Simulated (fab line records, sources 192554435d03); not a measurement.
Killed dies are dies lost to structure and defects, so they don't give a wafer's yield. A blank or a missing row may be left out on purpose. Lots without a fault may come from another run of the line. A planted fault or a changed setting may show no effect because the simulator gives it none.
Chamber matching | flow n5_finfet | N5_SD_EPI_N_ETCH_45 on rie_diel-02: 3 sister chambers
The step etches SiOCN in CH3F/O2, target depth 6 nm. 3 wafers are shown with their chamber, then 7 later ones without.

WAFERS WITH THEIR CHAMBER
wafer  | chamber | showerhead_plenum_p_Torr (Torr)
L087.5 | 3       | 1.94
L089.5 | 1       | 2.09
L089.6 | 2       | 1.96

WAFERS WITHOUT THEIR CHAMBER
wafer  | showerhead_plenum_p_Torr (Torr)
L090.2 | 2.09
L090.6 | 1.96
L094.1 | 2.09
L094.5 | 1.96
L094.6 | 1.93
L097.3 | 2.08
L097.5 | 1.93

WHICH CHAMBER EACH WENT THROUGH
wafer  | from the rows above | in truth
L090.2 | 1                   | 1
L090.6 | 2                   | 2
L094.1 | 1                   | 1
L094.5 | 2                   | 2
L094.6 | 3                   | 3
L097.3 | 1                   | 1
L097.5 | 3                   | 3
Placed correctly: 7 of 7. Can't be placed from these rows: 0. Placed wrongly: 0.
How it was worked out, from the rows above alone: a wafer's distance from a chamber is the root of the sum, over the readings, of the square of ((its reading less the chamber's mean) divided by the reading's scatter). The wafer belongs to the nearest chamber; if the next one is less than 2 further off, it can't be placed. A chamber's mean is the mean of its shown wafers. The scatter: with one shown wafer a chamber, the root of the mean of the squares of how far each hidden wafer lies from its nearest shown one.
